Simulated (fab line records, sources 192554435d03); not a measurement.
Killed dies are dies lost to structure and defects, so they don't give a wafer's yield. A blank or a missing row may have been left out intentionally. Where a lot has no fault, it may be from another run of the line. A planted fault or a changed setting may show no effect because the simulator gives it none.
fab line records	flow n5-finfet
record lots=7	wafers=21
route steps=1938 shown BEOL_M4@1059 BEOL_M5@1157 BEOL_M7@1266 BEOL_M8@1332 BEOL_M10@1494
start-h: hours from the record's first day to the start of the lot's first wafer shown	wait-h: hours from the lot's prior step to this one	" the same as in the row above	L1.1+2: a single row standing in for several wafers	- no value, or no start was given	* or withheld: withheld	< > ~ a bound
route shown NAME@n: a module of which the file shows steps, and the number in the route of the first	usual: mean/standard deviation of fault-free wafers	same: alike in all rows	chamber/n: place in a boat	sites: readings site by site	_std_site: standard deviation across them	_edge_site: the outer-site mean with the inner-site mean subtracted	radius-mm: how far each site lies from the wafer's centre	mask NAME#n: copy n	behind: the last tool/chamber to shape the wafer	hold: cause of the lot's hold/its duration in hours/its outcome	device: names the non-switching transistor (n, p or np)	end of line: tests run on the same wafers once the route is complete	for a step that has no rows: nothing shown but its recipe	killed: count of dies lost to structure and defects at first sort (not the wafer's yield)	map: shows each die of a wafer: x if killed, . if not, _ if none is there
set.NAME: the setting as run; set.NAME@STEP: as run at that earlier step	model.NAME: the simulator's own value behind a step, which no gauge read
lots where settings were altered on purpose, with a table for each step and a row for each wafer
## steps
# step N5_BEOL_M4_DESCUM_33
# recipe chemistry=O2	time-s=7	source-power-w=50	bias-power-w=20	pressure-mtorr=20	rf-frequency-hz=2.712e+07	temp-c=40	resist=CAR-EUV	o2-flow-sccm=225
lot.wafer	tool	chamber	start-h	wait-h	set.time-s	model.CAR-EUV_of_BEOL_M4_COAT_22.thk-nm
L076.3	rie-diel-04	0	178.52	0.5	6.492	26.4
L076.4	"	3	"	"	7	26
L076.6	"	0	"	"	7	26.2
L077.1	rie-diel-01	0	183.98	0.0	7.838	25.8
L077.2+5	"	3	"	"	7	26.2
L085.1+4	rie-diel-04	0	224.22	0.4	8.359	25.4
L085.5	"	3	"	"	8.359	25.2
L088.1+4	rie-diel-01	2,0	252.19	0.1	7	26
L088.5	"	1	"	"	8.444	25.4
L093.1+3	rie-diel-04	3,0	269.62	0.0	5.74	26.8
L093.6	"	3	"	"	5.74	26.6
L094.2+5+6	rie-diel-01	0,0,1	301.06	0.0	7	26
L092.1	rie-diel-04	0	306.33	0.4	6.014	26.6
L092.2+3	"	1,2	"	"	7	26
# step N5_BEOL_M4_ETCH_77
# recipe chemistry=N2/H2	target=underlayer	target-depth-a=65	mask-material=CAR-EUV	time-s=5.2	ion-energy-ev=200	pressure-mtorr=30	source-w=840	bias-w=150	n2-flow-sccm=200	h2-flow-sccm=200	ends=cleared
lot.wafer	tool	chamber	start-h	wait-h	set.time-s@BEOL_M4_DESCUM_33	model.CAR-EUV_of_BEOL_M4_COAT_22.thk-nm
L076.3	rie-diel-04	0	178.56	0.0	6.492	20.6
L076.4+6	"	3,0	"	"	7	20.4
L077.1	rie-diel-01	0	184.02	0.0	7.838	20
L077.2+5	"	3	"	"	7	20.6
L085.1+4+5	rie-diel-04	0,0,3	224.25	0.0	8.359	19.6
L088.1	rie-diel-01	2	252.22	0.0	7	20.4
L088.4	"	0	"	"	7	20.2
L088.5	"	1	"	"	8.444	19.6
L093.1+3+6	rie-diel-04	3,0,3	269.66	0.0	5.74	21
L094.2+5+6	rie-diel-01	0,0,1	301.09	0.0	7	20.2
L092.1	rie-diel-04	0	306.37	0.0	6.014	20.8
L092.2+3	"	1,2	"	"	7	20.2
# step N5_BEOL_M4_ETCH_69
# recipe chemistry=CF4	target=SiARC	target-depth-a=156	mask-material=CAR-EUV	time-s=26	ion-energy-ev=80	pressure-mtorr=40	source-w=545	bias-w=36	Ar_flow_sccm=100	cf4-flow-sccm=100	ends=cleared
lot.wafer	tool	chamber	start-h	wait-h	set.time-s@BEOL_M4_DESCUM_33	model.CAR-EUV_of_BEOL_M4_COAT_22.thk-nm
L076.3	rie-diel-04	0	178.58	0.0	6.492	11.4
L076.4+6	"	3,0	"	"	7	11.2
L077.1	rie-diel-01	0	184.03	0.0	7.838	10.8
L077.2+5	"	3	"	"	7	11.2
L085.1+4+5	rie-diel-04	0,0,3	224.27	0.0	8.359	10.4
L088.1	rie-diel-01	2	252.24	0.0	7	11.2
L088.4	"	0	"	"	7	11
L088.5	"	1	"	"	8.444	10.4
L093.1+3+6	rie-diel-04	3,0,3	269.67	0.0	5.74	11.8
L094.2+5+6	rie-diel-01	0,0,1	301.11	0.0	7	11
L092.1	rie-diel-04	0	306.38	0.0	6.014	11.6
L092.2+3	"	1,2	"	"	7	11
# step N5_BEOL_M4_ALD_98
# recipe material=SiO2	target-thk-a=25	temp-c=100	ald-precursor-family=BDEAS	ald-co-reactant=O2-plasma	pulse-time-s=1	co-reactant-pulse-time-s=1	purge-time-s=2	co-reactant-purge-time-s=2	ald-cycles=17	pressure-torr=2
# step N5_BEOL_M4_ETCHBACK_99
# recipe chemistry=CHF3	target=SiO2	target-depth-a=50	time-s=10.4	source-w=215	bias-w=47	Ar_flow_sccm=200	CHF3_flow_sccm=12	ion-energy-ev=100	pressure-mtorr=30
# step N5_BEOL_M4_ETCH_70
# recipe chemistry=N2/H2	target=SOC	target-depth-a=800	overetch-a=240	mask-material=SiARC	temp-c=40	time-s=130	ion-energy-ev=200	pressure-mtorr=30	source-w=840	bias-w=150	n2-flow-sccm=200	h2-flow-sccm=200
lot.wafer	tool	chamber	start-h	wait-h	set.spin-rpm@BEOL_M4_COAT_67	model.etch.depth-nm
L076.3+6	rie-diel-01	2,3	182.54	0.0	1402	62.21
L076.4	"	0	"	"	1500	60.17
L077.1	rie-diel-04	2	188.71	0.0	1500	60.31
L077.2	"	0	"	"	1500	60
L077.5	"	0	"	"	1500	60.1
L085.1	rie-diel-01	3	237.14	0.0	1500	60.07
L085.4	"	0	"	"	1500	60.08
L085.5	"	1	"	"	1589	58.39
L088.1	rie-diel-02	2	263.42	1.7	1374	62.95
L088.4	"	3	"	"	1374	62.98
L088.5	"	2	"	"	1500	60.17
L093.1	rie-diel-04	3	270.78	0.0	1500	59.89
L093.3	"	2	"	"	1631	57.38
L093.6	"	2	"	"	1500	59.92
L094.2	rie-diel-01	1	304.12	0.0	1500	60.03
L094.5	"	1	"	"	1500	59.92
L094.6	"	0	"	"	1500	59.97
L092.1	rie-diel-02	1	307.10	0.0	1500	60.1
L092.2	"	2	"	"	1500	60.18
L092.3	"	0	"	"	1500	59.93
# step N5_BEOL_M4_STRIP_71
# recipe chemistry=N2/H2	temp-c=40	n2-flow-sccm=200	h2-flow-sccm=200	rf-frequency-hz=6e+07
# step N5_BEOL_M4_STRIP_78
# recipe chemistry=N2/H2	temp-c=40	n2-flow-sccm=200	h2-flow-sccm=200	rf-frequency-hz=6e+07
# step N5_BEOL_M4_VIA_ETCH_34
# recipe chemistry=C4F6/O2	target-depth-a=694	mask-material=SOC	pressure-mtorr=15	ion-energy-ev=250	taper-deg=4	time-s=65.9	source-w=350	bias-w=170	Ar_flow_sccm=300	C4F6_flow_sccm=10	O2_flow_sccm=10
lot.wafer	tool	chamber	start-h	wait-h	set.spin-rpm@BEOL_M4_COAT_67	model.SOC_of_BEOL_M4_COAT_67.thk-nm
L076.3+6	rie-diel-01	2,3	182.65	0.0	1402	54
L076.4	"	0	"	"	1500	51.8
L077.1	rie-diel-04	2	188.81	0.0	1500	52.2
L077.2	"	0	"	"	1500	51.8
L077.5	"	0	"	"	1500	52
L085.1	rie-diel-01	3	237.24	0.0	1500	52
L085.4	"	0	"	"	1500	51.8
L085.5	"	1	"	"	1589	50
L088.1+4	rie-diel-02	2,3	263.52	0.0	1374	54.8
L088.5	"	2	"	"	1500	52
L093.1	rie-diel-04	3	270.89	0.0	1500	52
L093.3	"	2	"	"	1631	49.4
L093.6	"	2	"	"	1500	51.8
L094.2+5	rie-diel-01	1	304.23	0.0	1500	51.6
L094.6	"	0	"	"	1500	51.8
L092.1	rie-diel-02	1	307.20	0.0	1500	52.2
L092.2+3	"	2,0	"	"	1500	52
# step N5_BEOL_M5_VIA_ETCH_34
# recipe chemistry=C4F6/O2	target=SiCOH_lowk	target-depth-a=883	mask-material=SOC	taper-deg=4	time-s=39.2	ion-energy-ev=250	pressure-mtorr=30	source-w=345	bias-w=185	Ar_flow_sccm=300	C4F6_flow_sccm=10	O2_flow_sccm=10
# usual rf-vpp-V=665/11
lot.wafer	tool	chamber	start-h	wait-h	set.source-w	rf-vpp-V
L076.3	rie-diel-06	3	193.89	0.0	286.7	720
L076.4	"	0	"	"	345	654
L076.6	"	2	"	"	286.7	747
L077.1	rie-diel-06	0	197.15	0.0	304.2	698
L077.2	"	1	"	"	345	664
L077.5	"	0	"	"	345	653
L085.1	rie-diel-05	2	249.58	0.0	345	649
L085.4	"	3	"	"	322.8	689
L085.5	"	0	"	"	322.8	708
L088.1	rie-diel-03	0	284.33	0.0	345	674
L088.4	"	2	"	"	345	671
L088.5	"	1	"	"	345	667
L093.1	rie-diel-05	2	286.90	0.0	345	648
L093.3	"	0	"	"	345	682
L093.6	"	0	"	"	314.9	718
L094.2	rie-diel-03	2	313.31	0.0	345	669
L094.5	"	2	"	"	345	670
L094.6	"	3	"	"	345	670
L092.1	rie-diel-03	0	323.64	0.0	369.1	652
L092.2	"	1	"	"	369.1	646
L092.3	"	3	"	"	345	670
# step N5_BEOL_M5_ETCH_41
# recipe chemistry=CH3F/O2	target=SiCN	target-depth-a=315	taper-deg=2	time-s=56.7	ion-energy-ev=120	mask-material=TiN	pressure-mtorr=30	source-w=395	bias-w=75	Ar_flow_sccm=150	CH3F_flow_sccm=30	O2_flow_sccm=20
# usual rf-vpp-V=297.4/1.7
lot.wafer	tool	chamber	start-h	wait-h	set.source-w	rf-vpp-V
L076.3	rie-diel-06	3	-	-	395	295.7
L076.4	"	0	"	"	395	296.1
L076.6	"	2	"	"	433.9	288.9
L077.1	rie-diel-06	0	-	-	395	298.3
L077.2	"	1	"	"	395	299.6
L077.5	"	0	"	"	352.6	307.6
L085.1	rie-diel-05	2	-	-	350.4	306.2
L085.4	"	3	"	"	395	298.5
L085.5	"	0	"	"	395	297.9
L088.1	rie-diel-03	0	-	-	395	297.2
L088.4	"	2	"	"	361.8	309.0
L088.5	"	1	"	"	361.8	305.3
L093.1	rie-diel-05	2	-	-	395	295.9
L093.3	"	0	"	"	395	299.1
L093.6	"	0	"	"	395	298.8
L094.2	rie-diel-03	2	-	-	395	299.3
L094.5	"	2	"	"	395	299.6
L094.6	"	3	"	"	395	296.8
L092.1	rie-diel-03	0	-	-	395	297.4
L092.2	"	1	"	"	395	297.4
L092.3	"	3	"	"	375.4	300.8
# step N5_BEOL_M7_PECVD_70
# recipe material=SiO2	target-thk-a=200	temp-c=400	precursor=TEOS/O2	pressure-torr=5.5	rf-w=450	teos-flow-sccm=53.8	gas=O2	flow-sccm=3000	time-s=22.7
lot.wafer	tool	chamber	start-h	wait-h	set.temp-c	model.SiO2_of_BEOL_M7_PECVD_70.thk-nm
L076.3	pecvd-01	1	209.02	0.0	383.1	21.8
L076.4	"	0	"	"	400	19.8
L076.6	"	2	"	"	383.1	22.4
L077.1	pecvd-03	1	216.92	0.0	400	20
L077.2	"	0	"	"	400	19.8
L077.5	"	1	"	"	400	20.2
L085.1	pecvd-01	2	267.43	0.0	400	19.8
L085.4	"	0	"	"	405.3	19.2
L085.5	"	2	"	"	400	20
L088.1	pecvd-01	0	300.65	0.0	400	20
L088.4	"	0	"	"	400	20.6
L088.5	"	2	"	"	400	20.2
L093.1	pecvd-03	2	305.33	0.0	400	20
L093.3	"	0	"	"	406.1	18.8
L093.6	"	0	"	"	406.1	19.2
L092.1	pecvd-03	1	346.82	0.0	400	19.2
L092.2	"	2	"	"	410.9	18.4
L092.3	"	0	"	"	410.9	18
L094.2	pecvd-03	2	348.14	0.0	400	20
L094.5	"	0	"	"	400	19.6
L094.6	"	2	"	"	400	20.2
# step N5_BEOL_M7_COAT_05
# recipe resist=CAR-ArF	spin-rpm=1500	resist-thk-nm=90
lot.wafer	tool	chamber	start-h	wait-h	set.spin-rpm	model.CAR-ArF_of_BEOL_M7_COAT_05.thk-nm
L076.3	litho-track-01	0	-	-	1606	87
L076.4	"	0	"	"	1500	90
L076.6	"	0	"	"	1606	86.8
L077.1+5	litho-track-01	0	-	-	1500	89.8
L077.2	"	0	"	"	1500	90
L085.1+5	litho-track-02	0	-	-	1500	90
L085.4	"	0	"	"	1616	86.8
L088.1	litho-track-04	0	-	-	1500	90
L088.4	"	0	"	"	1500	90.4
L088.5	"	0	"	"	1500	89.8
L093.1	litho-track-04	0	-	-	1500	90
L093.3+6	"	0	"	"	1500	90.2
L092.1	litho-track-04	0	-	-	1500	90.2
L092.2	"	0	"	"	1500	90
L092.3	"	0	"	"	1649	85.6
L094.2	litho-track-04	0	-	-	1500	89.8
L094.5	"	0	"	"	1500	90
L094.6	"	0	"	"	1500	90.2
# step N5_BEOL_M7_EBR_07
# recipe solvent=PGMEA	ebr-width-mm=1.5
# step N5_BEOL_M7_SOFTBAKE_06
# recipe temp-c=110	time-s=60	resist=CAR-ArF
# step N5_BEOL_M7_EXPOSE_08
# recipe mask-id=M7	na=1.35	source-shape=dipole	sigma-inner=0.817	sigma-outer=0.97	polarization=te	dose-mj=68.25
# step N5_BEOL_M7_PEB_09
# recipe peb-temp-c=withheld	peb-time-s=60	resist=CAR-ArF
# step N5_BEOL_M7_DEVELOP_10
# recipe develop-time-s=30	developer=TMAH	resist=CAR-ArF	rinse-liquid=diw	dry=air-spin	dev-temp-c=23
lot.wafer	tool	chamber	start-h	wait-h	set.spin-rpm@BEOL_M7_COAT_05	model.CAR-ArF_of_BEOL_M7_COAT_05.thk-nm
L076.3+6	litho-track-01	0	-	-	1606	85.2
L076.4	"	0	"	"	1500	88.4
L077.1+5	litho-track-04	0	-	-	1500	88
L077.2	"	0	"	"	1500	88.2
L085.1+5	litho-track-01	0	-	-	1500	88.2
L085.4	"	0	"	"	1616	85
L088.1+5	litho-track-04	0	-	-	1500	88.2
L088.4	"	0	"	"	1500	88.6
L093.1+6	litho-track-04	0	-	-	1500	88.4
L093.3	"	0	"	"	1500	88.6
L092.1	litho-track-04	0	-	-	1500	88.4
L092.2	"	0	"	"	1500	88.2
L092.3	"	0	"	"	1649	84
L094.2	litho-track-02	0	-	-	1500	88
L094.5	"	0	"	"	1500	88.2
L094.6	"	0	"	"	1500	88.4
# step N5_BEOL_M7_STRIP_80
# recipe chemistry=N2/H2	time-s=10	power-w=450	temp-c=40	pressure-mtorr=20	rf-frequency-hz=6e+07	bias-power-w=7	n2-flow-sccm=200	h2-flow-sccm=200
# step N5_BEOL_M7_HM_STRIP_39
# recipe chemistry=peroxide-tin-strip	material=TiN	target-depth-a=250	temp-c=50	time-s=158
lot.wafer	tool	chamber	start-h	wait-h	set.temp-c@BEOL_M7_PECVD_70	model.SiO2_of_BEOL_M7_PECVD_70.thk-nm
L076.3	wet-bench-02	2	214.36	0.0	383.1	21.6
L076.4	"	1	"	"	400	19.6
L076.6	"	4	"	"	383.1	22.4
L077.1	wet-bench-05	2	220.94	0.0	400	19.8
L077.2	"	7	"	"	400	19.6
L077.5	"	3	"	"	400	20
L085.1	wet-bench-05	4	283.34	0.0	400	19.6
L085.4	"	0	"	"	405.3	19
L085.5	"	3	"	"	400	19.8
L088.1	wet-bench-02	7	304.16	0.0	400	19.8
L088.4	"	3	"	"	400	20.4
L088.5	"	4	"	"	400	20.2
L093.1	wet-bench-02	6	307.59	0.0	400	19.8
L093.3	"	7	"	"	406.1	18.6
L093.6	"	0	"	"	406.1	19
L092.1	wet-bench-06	2	350.36	0.0	400	19
L092.2	"	5	"	"	410.9	18.2
L092.3	"	4	"	"	410.9	17.8
L094.2	wet-bench-06	0	353.54	0.0	400	19.8
L094.5	"	1	"	"	400	19.4
L094.6	"	7	"	"	400	20
# step N5_BEOL_M8_ILD_DEP_00
# recipe material=SiCOH_lowk	target-thk-a=1797.5	temp-c=300	precursor=DEMS/porogen	pressure-torr=5	rf-w=500	time-s=33.4
lot.wafer	tool	chamber	start-h	wait-h	set.time-s	model.SiCOH_lowk_of_BEOL_M8_ILD_DEP_00.thk-nm
L076.3	pecvd-01	1	218.65	0.0	33.4	178.8
L076.4	"	1	"	"	36.63	198.6
L076.6	"	0	"	"	36.63	199.4
L077.1	pecvd-03	0	223.40	0.0	33.4	181
L077.2	"	1	"	"	33.4	178.2
L077.5	"	1	"	"	33.4	180.8
L085.1	pecvd-04	0	285.37	0.0	33.4	177.4
L085.4	"	0	"	"	33.4	178.2
L085.5	"	1	"	"	33.4	179.8
L088.1	pecvd-04	0	306.29	0.0	33.4	175.2
L088.4	"	1	"	"	33.4	181.8
L088.5	"	2	"	"	28.75	155
L093.1	pecvd-01	0	311.53	0.0	33.4	178.2
L093.3	"	2	"	"	33.4	179.8
L093.6	"	1	"	"	33.4	182.8
L092.1	pecvd-04	0	354.26	0.0	33.4	177.8
L092.2	"	2	"	"	33.4	180.4
L092.3	"	1	"	"	33.4	180
L094.2	pecvd-04	1	356.24	0.0	33.4	179.8
L094.5	"	1	"	"	33.4	183
L094.6	"	0	"	"	33.4	179.2
# step N5_BEOL_M8_CURE_74
# recipe temp-c=385	time-s=240	ambient=He/Ar	material=SiCOH_lowk
lot.wafer	tool	chamber	start-h	wait-h	set.time-s@BEOL_M8_ILD_DEP_00	model.SiCOH_lowk_of_BEOL_M8_ILD_DEP_00.thk-nm
L076.3	uv-cure-02	1	218.88	0.2	33.4	154.2
L076.4	"	1	"	"	36.63	171.4
L076.6	"	1	"	"	36.63	172.2
L077.1	uv-cure-02	1	223.48	0.1	33.4	156
L077.2	"	1	"	"	33.4	153.6
L077.5	"	1	"	"	33.4	155.8
L085.1	uv-cure-03	1	285.44	0.0	33.4	153
L085.4	"	1	"	"	33.4	153.6
L085.5	"	1	"	"	33.4	155.2
L088.1	uv-cure-03	0	306.36	0.0	33.4	151
L088.4	"	0	"	"	33.4	156.8
L088.5	"	0	"	"	28.75	133.4
L093.1	uv-cure-03	0	311.59	0.0	33.4	153.6
L093.3	"	0	"	"	33.4	155
L093.6	"	0	"	"	33.4	157.6
L092.1	uv-cure-03	1	354.32	0.0	33.4	153.2
L092.2	"	1	"	"	33.4	155.6
L092.3	"	1	"	"	33.4	155.2
L094.2	uv-cure-01	0	356.39	0.1	33.4	155
L094.5	"	0	"	"	33.4	158
L094.6	"	0	"	"	33.4	154.4
# step N5_BEOL_M8_THK_MEAS_01
# recipe reads=SiCOH_lowk_of_BEOL_M8_ILD_DEP_00
# usual M8_ILD_THK=155.3/1.8
lot.wafer	tool	chamber	start-h	wait-h	set.time-s@BEOL_M8_ILD_DEP_00	M8_ILD_THK[nm]
L076.3	film-metro-01	-	219.23	0.3	33.4	154.2
L076.4	"	-	"	"	36.63	171.3
L076.6	"	-	"	"	36.63	172.1
L077.1	film-metro-02	-	223.99	0.4	33.4	156.1
L077.2	"	-	"	"	33.4	153.8
L077.5	"	-	"	"	33.4	156.0
L085.1	film-metro-02	-	285.95	0.4	33.4	152.8
L085.4	"	-	"	"	33.4	153.6
L085.5	"	-	"	"	33.4	155.1
L088.1	film-metro-01	-	306.87	0.4	33.4	151.0
L088.4	"	-	"	"	33.4	156.7
L088.5	"	-	"	"	28.75	133.5
L093.1	film-metro-01	-	312.10	0.4	33.4	153.6
L093.3	"	-	"	"	33.4	155.0
L093.6	"	-	"	"	33.4	157.6
L092.1	film-metro-02	-	354.83	0.4	33.4	153.2
L092.2	"	-	"	"	33.4	155.5
L092.3	"	-	"	"	33.4	155.2
L094.2	film-metro-01	-	356.82	0.4	33.4	155.0
L094.5	"	-	"	"	33.4	158.0
L094.6	"	-	"	"	33.4	154.5
# step N5_BEOL_M10_COAT_63
# recipe resist=SOC	temp-c=250	time-s=60	spin-rpm=1500	resist-thk-nm=100
lot.wafer	tool	chamber	start-h	wait-h	set.spin-rpm	model.SOC_of_BEOL_M10_COAT_63.thk-nm
L076.3	litho-track-04	0	239.65	1.0	1575	97.8
L076.4	"	0	"	"	1500	100.2
L076.6	"	0	"	"	1500	100.4
L077.1+5	litho-track-04	0	242.86	1.1	1500	100.2
L077.2	"	0	"	"	1500	99.8
L085.1+4	litho-track-05	0	307.01	0.0	1593	97.6
L085.5	"	0	"	"	1593	97.2
L088.1	litho-track-04	0	331.84	0.2	1500	100
L088.4	"	0	"	"	1500	99.8
L088.5	"	0	"	"	1500	100.4
L093.1	litho-track-01	0	342.09	4.2	1500	100.4
L093.3+6	"	0	"	"	1644	95.6
L092.1	litho-track-01	0	375.78	0.8	1632	95.6
L092.2	"	0	"	"	1500	100.4
L092.3	"	0	"	"	1632	96
L094.2	litho-track-01	0	380.60	2.2	1500	100
L094.5	"	0	"	"	1500	99.8
L094.6	"	0	"	"	1500	99.4
## key
split step=N5_BEOL_M4_DESCUM_33	setting=time-s	stated=7	by=wafer
response step=N5_BEOL_M4_DESCUM_33	reading=model.CAR-EUV_of_BEOL_M4_COAT_22.thk-nm	change=-0.0339	per=1%	r=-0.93
response step=N5_BEOL_M4_ETCH_77	reading=model.CAR-EUV_of_BEOL_M4_COAT_22.thk-nm	change=-0.0384	per=1%	r=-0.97
response step=N5_BEOL_M4_ETCH_69	reading=model.CAR-EUV_of_BEOL_M4_COAT_22.thk-nm	change=-0.0355	per=1%	r=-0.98
split step=N5_BEOL_M5_VIA_ETCH_34	setting=source-w	stated=345	by=wafer
response step=N5_BEOL_M5_VIA_ETCH_34	reading=rf-vpp-V	change=-4.65	per=1%	r=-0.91
split step=N5_BEOL_M5_ETCH_41	setting=source-w	stated=395	by=wafer
response step=N5_BEOL_M5_ETCH_41	reading=rf-vpp-V	change=-0.81	per=1%	r=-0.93
split step=N5_BEOL_M7_PECVD_70	setting=temp-c	stated=400	by=wafer
response step=N5_BEOL_M7_PECVD_70	reading=model.SiO2_of_BEOL_M7_PECVD_70.thk-nm	change=-0.507	per=1%	r=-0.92
response step=N5_BEOL_M7_HM_STRIP_39	reading=model.SiO2_of_BEOL_M7_PECVD_70.thk-nm	change=-0.522	per=1%	r=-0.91
split step=N5_BEOL_M7_COAT_05	setting=spin-rpm	stated=1500	by=wafer
response step=N5_BEOL_M7_COAT_05	reading=model.CAR-ArF_of_BEOL_M7_COAT_05.thk-nm	change=-0.438	per=1%	r=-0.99
response step=N5_BEOL_M7_DEVELOP_10	reading=model.CAR-ArF_of_BEOL_M7_COAT_05.thk-nm	change=-0.432	per=1%	r=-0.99
split step=N5_BEOL_M8_ILD_DEP_00	setting=time-s	stated=33.4	by=wafer
response step=N5_BEOL_M8_ILD_DEP_00	reading=model.SiCOH_lowk_of_BEOL_M8_ILD_DEP_00.thk-nm	change=+1.82	per=1%	r=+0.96
response step=N5_BEOL_M8_CURE_74	reading=model.SiCOH_lowk_of_BEOL_M8_ILD_DEP_00.thk-nm	change=+1.59	per=1%	r=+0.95
response step=N5_BEOL_M8_THK_MEAS_01	reading=M8_ILD_THK	change=+1.58	per=1%	r=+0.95
split step=N5_BEOL_M10_COAT_63	setting=spin-rpm	stated=1500	by=wafer
response step=N5_BEOL_M10_COAT_63	reading=model.SOC_of_BEOL_M10_COAT_63.thk-nm	change=-0.509	per=1%	r=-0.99
split outside-this-file step=N5_BEOL_M4_COAT_67 setting=spin-rpm
# split outside-this-file: this setting was split too, and the file shows its column; the key of that split is in another file
